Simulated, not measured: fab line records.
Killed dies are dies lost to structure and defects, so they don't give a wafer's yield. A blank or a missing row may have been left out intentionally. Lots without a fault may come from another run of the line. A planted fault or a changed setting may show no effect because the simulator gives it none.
Which tool did it? + flow nandHarc + 13 lots, 39 wafers sampled, at 5 steps of a route of 1159

== WHAT THE GAUGES READ, wafer by wafer ==
NHARC_THIN_TSV_CD_MEAS_37. Usual: cdNm at 5001 nm, with a standard deviation of 3.5.
| lot  | measured     | on       | cdNm (nm)      | flag |
|------|--------------|----------|----------------|------|
| L349 | day 18 07:25 | cdSem-02 | 5005 5002 5007 |      |
| L350 | day 19 07:53 | cdSem-02 | 5003 5002 5001 |      |
| L351 | day 19 09:16 | cdSem-02 | 5004 5003 4996 |      |
| L352 | day 19 16:29 | cdSem-02 | 5004 5000 5001 |      |
| L353 | day 19 18:39 | cdSem-02 | 5007 4997 4997 |      |
| L357 | day 20 12:05 | cdSem-02 | 5005 4995 5004 |      |
| L359 | day 21 07:41 | cdSem-01 | 5003 4998 5002 |      |
| L361 | day 21 10:10 | cdSem-03 | 4998 5003 5007 |      |
| L358 | day 21 11:47 | cdSem-01 | 5002 4999 4998 |      |
| L365 | day 23 07:43 | cdSem-03 | 4994 5007 5003 |      |
| L367 | day 23 09:16 | cdSem-01 | 5005 5000 5002 |      |
| L370 | day 24 11:22 | cdSem-03 | 4999 4999 5005 |      |
| L372 | day 25 00:44 | cdSem-01 | 5000 5004 5000 |      |

NHARC_END_SORT_01. Usual: defectLimitedYield 95.3 %, standard deviation 1.6; killedAtArray 28, standard deviation 11; killedAtOther 0.5, standard deviation 0.87; killedAtPeriphery 2.9, standard deviation 2.2; killedDies 32, standard deviation 11; killedOpen 3.2, standard deviation 1.9; killedShort 1.8, standard deviation 1.4; sort_bin_2_pct 1.5 %, standard deviation 0.62; sort_bin_3_pct 0.22 %, standard deviation 0.18; sort_bin_4_pct 3.0 %, standard deviation 1.1; sortNPass 645, standard deviation 11; sortRimYieldPct 96.1 %, standard deviation 2.4; sortYieldPct 95.3 %, standard deviation 1.6.
| lot  | measured     | on        | defectLimitedYield (%) | killedAtArray | killedAtOther | killedAtPeriphery | killedDies | killedOpen | killedShort | sort_bin_2_pct (%) | sort_bin_3_pct (%) | sort_bin_4_pct (%) | sortNPass   | sortRimYieldPct (%) | sortYieldPct (%) | flag |
|------|--------------|-----------|------------------------|---------------|---------------|-------------------|------------|------------|-------------|--------------------|--------------------|--------------------|-------------|---------------------|------------------|------|
| L359 | day 21 20:40 | prober-02 | 97.6 97.3 98.2         | 15 16 11      | 0 0 1         | 1 2 0             | 16 18 12   | 4 5 4      | 1 4 2       | 1.0 1.0 0.6        | 0 0 0              | 1.3 1.6 1.2        | 661 659 665 | 98.1 97.2 99.1      | 97.6 97.3 98.2   |      |
| L361 | day 22 03:39 | prober-02 | 97.6 97.3 97.8         | 14 18 15      | 0 0 0         | 2 0 0             | 16 18 15   | 4 4 2      | 0 0 0       | 0.7 0.6 0          | 0.44 0.15 0        | 1.2 1.9 2.2        | 661 659 662 | 99.1 99.1 99.1      | 97.6 97.3 97.8   |      |
| L372 | day 25 08:26 | prober-01 | 93.6 95.3 93.5         | 41 29 40      | 0 0 1         | 2 3 3             | 43 32 44   | 2 0 4      | 1 4 2       | 1.6 1.2 2.5        | 0.30 0.59 0.44     | 4.4 3.0 3.5        | 634 645 633 | 97.2 91.5 90.6      | 93.6 95.3 93.5   |      |

== EACH LOT AND THE TOOL THAT RAN IT (in order: tool; ch and the chambers of the sampled wafers; start) ==
| lot  | NHARC_THIN_TSV_DEP_47           | NHARC_THIN_TSV_ANNEAL_52        | NHARC_THIN_TSV_ETCH_36           |
|------|---------------------------------|---------------------------------|----------------------------------|
| L349 | pecvd-02 ch 0,1,2, day 18 01:49 | rtpAnneal-01 ch 0, day 18 03:59 | rieMetal-02 ch 0,1, day 18 06:31 |
| L350 | pecvd-03 ch 0,1,2, day 19 02:00 | rtpAnneal-01 ch 0, day 19 04:14 | rieMetal-02 ch 0, day 19 06:58   |
| L351 | pecvd-02 ch 0,1,2, day 19 02:41 | rtpAnneal-01 ch 0, day 19 04:58 | rieMetal-01 ch 0,1, day 19 08:11 |
| L352 | pecvd-03 ch 0,1,2, day 19 04:11 | rtpAnneal-01 ch 0, day 19 06:51 | rieMetal-01 ch 0,1, day 19 15:03 |
| L353 | pecvd-02 ch 0,1,2, day 19 08:39 | rtpAnneal-02 ch 0, day 19 15:14 | rieMetal-03 ch 1, day 19 17:46   |
| L357 | pecvd-02 ch 0,2, day 20 06:37   | rtpAnneal-02 ch 0, day 20 08:44 | rieMetal-01 ch 0,1, day 20 11:11 |
| L359 | pecvd-02 ch 0,1, day 21 02:15   | rtpAnneal-01 ch 0, day 21 04:23 | rieMetal-03 ch 0,1, day 21 06:47 |
| L361 | pecvd-02 ch 0,1, day 21 04:27   | rtpAnneal-02 ch 0, day 21 06:39 | rieMetal-03 ch 0,1, day 21 09:16 |
| L358 | pecvd-01 ch 0,1,2, day 21 06:31 | rtpAnneal-02 ch 0, day 21 08:40 | rieMetal-02 ch 0,1, day 21 10:53 |
| L365 | pecvd-01 ch 0,1,2, day 23 02:22 | rtpAnneal-01 ch 0, day 23 04:29 | rieMetal-01 ch 0,1, day 23 06:50 |
| L367 | pecvd-02 ch 0,1,2, day 23 03:31 | rtpAnneal-02 ch 0, day 23 05:39 | rieMetal-02 ch 0,1, day 23 08:03 |
| L370 | pecvd-03 ch 0,2, day 24 05:56   | rtpAnneal-01 ch 0, day 24 08:04 | rieMetal-02 ch 0,1, day 24 10:28 |
| L372 | pecvd-02 ch 1,2, day 24 18:49   | rtpAnneal-02 ch 0, day 24 21:20 | rieMetal-01 ch 0, day 24 23:50   |
- NHARC_THIN_TSV_DEP_47: deposits SiO2, target thk 200 nm.
- NHARC_THIN_TSV_ANNEAL_52: time 90 s.
- NHARC_THIN_TSV_ETCH_36: etches the open film in Cl2/BCl3, target depth 65 nm, time 18.571 s.

== AS READ BY THE TOOLS THEMSELVES (means over the sampled wafers that have a number; for cases with no such wafer, the mark the record gives instead) ==
NHARC_THIN_TSV_DEP_47. Usual: throttleValvePct at 16.1 %, with a standard deviation of 0.39.
| lot  | tool     | throttleValvePct (%) | flag |
|------|----------|----------------------|------|
| L349 | pecvd-02 | 15.8                 |      |
| L350 | pecvd-03 | 16.5                 |      |
| L351 | pecvd-02 | 16.0                 |      |
| L352 | pecvd-03 | 16.6                 |      |
| L353 | pecvd-02 | 15.8                 |      |
| L357 | pecvd-02 | 15.8                 |      |
| L359 | pecvd-02 | 16.3                 |      |
| L361 | pecvd-02 | 16.3                 |      |
| L358 | pecvd-01 | 15.7                 |      |
| L365 | pecvd-01 | 15.8                 |      |
| L367 | pecvd-02 | 15.5                 |      |
| L370 | pecvd-03 | 16.4                 |      |
| L372 | pecvd-02 | 15.7                 |      |

NHARC_THIN_TSV_ANNEAL_52. Usual: wafer_temp_C_max at 225.98, with a standard deviation of 0.28.
| lot  | tool         | wafer_temp_C_max | flag |
|------|--------------|------------------|------|
| L349 | rtpAnneal-01 | 226.08           |      |
| L350 | rtpAnneal-01 | 226.18           |      |
| L351 | rtpAnneal-01 | 225.87           |      |
| L352 | rtpAnneal-01 | 226.03           |      |
| L353 | rtpAnneal-02 | 225.50           |      |
| L357 | rtpAnneal-02 | 225.99           |      |
| L359 | rtpAnneal-01 | 225.94           |      |
| L361 | rtpAnneal-02 | 225.79           |      |
| L358 | rtpAnneal-02 | 225.87           |      |
| L365 | rtpAnneal-01 | 226.22           |      |
| L367 | rtpAnneal-02 | 225.81           |      |
| L370 | rtpAnneal-01 | 226.26           |      |
| L372 | rtpAnneal-02 | 225.88           |      |

NHARC_THIN_TSV_ETCH_36. Usual: drypumpMotorCurrentA 5.8 A, standard deviation 0.45; oesProductAu 1.000 a.u., standard deviation 0.011.
| lot  | tool        | drypumpMotorCurrentA (A) | oesProductAu (a.u.) | flag |
|------|-------------|--------------------------|---------------------|------|
| L349 | rieMetal-02 | 6.0                      | 0.988               |      |
| L350 | rieMetal-02 | 5.9                      | 0.980               |      |
| L351 | rieMetal-01 | 5.5                      | 1.003               |      |
| L352 | rieMetal-01 | 5.5                      | 0.998               |      |
| L353 | rieMetal-03 | 5.5                      | 0.985               |      |
| L357 | rieMetal-01 | 5.5                      | 1.007               |      |
| L359 | rieMetal-03 | 5.6                      | 0.949               | OFF  |
| L361 | rieMetal-03 | 5.6                      | 0.930               | OFF  |
| L358 | rieMetal-02 | 6.0                      | 0.992               |      |
| L365 | rieMetal-01 | 5.5                      | 1.023               |      |
| L367 | rieMetal-02 | 6.0                      | 1.000               |      |
| L370 | rieMetal-02 | 5.9                      | 0.997               |      |
| L372 | rieMetal-01 | 6.5                      | 1.002               |      |

== THE ANSWER, worked out from the rows above alone ==
Rule: a lot counts as off when the mean over its wafers that have a number is more than 3 standard deviations away from the usual mean. A lot without any number at a reading at which 4 lots or more have one is off too. All remaining lots with rows at the step are treated as sound. The gauges are gone through in route order, then the tools' own readings, and for those a lot's mean is taken as printed above. The first step at which some lot is off is used, and at that step the reading that is off furthest; a lot without a number counts as furthest.
Off, at NHARC_THIN_TSV_ETCH_36 on oesProductAu: L359, L361.
A tool fits if, at that step or a process step before it, it ran every lot that is off, and no sound lot after the first of them. One fits: NHARC_THIN_TSV_ETCH_36 on rieMetal-03. A fault onset in the window from L353 (day 19 17:46, its last sound lot) to L359 (day 21 06:47, its first lot off) fits.
On the lots that are off, the tool's own readings at NHARC_THIN_TSV_ETCH_36 differ by more than 5 times the standard deviation of the sound lots' means, which bears it out; oesProductAu reads 0.940 a.u. there versus 0.998 a.u. on the sound lots.

== WHAT THE SIMULATOR HAD PUT IN ==
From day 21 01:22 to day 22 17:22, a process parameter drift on rieMetal-03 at NHARC_THIN_TSV_ETCH_36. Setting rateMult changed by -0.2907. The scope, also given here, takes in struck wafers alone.
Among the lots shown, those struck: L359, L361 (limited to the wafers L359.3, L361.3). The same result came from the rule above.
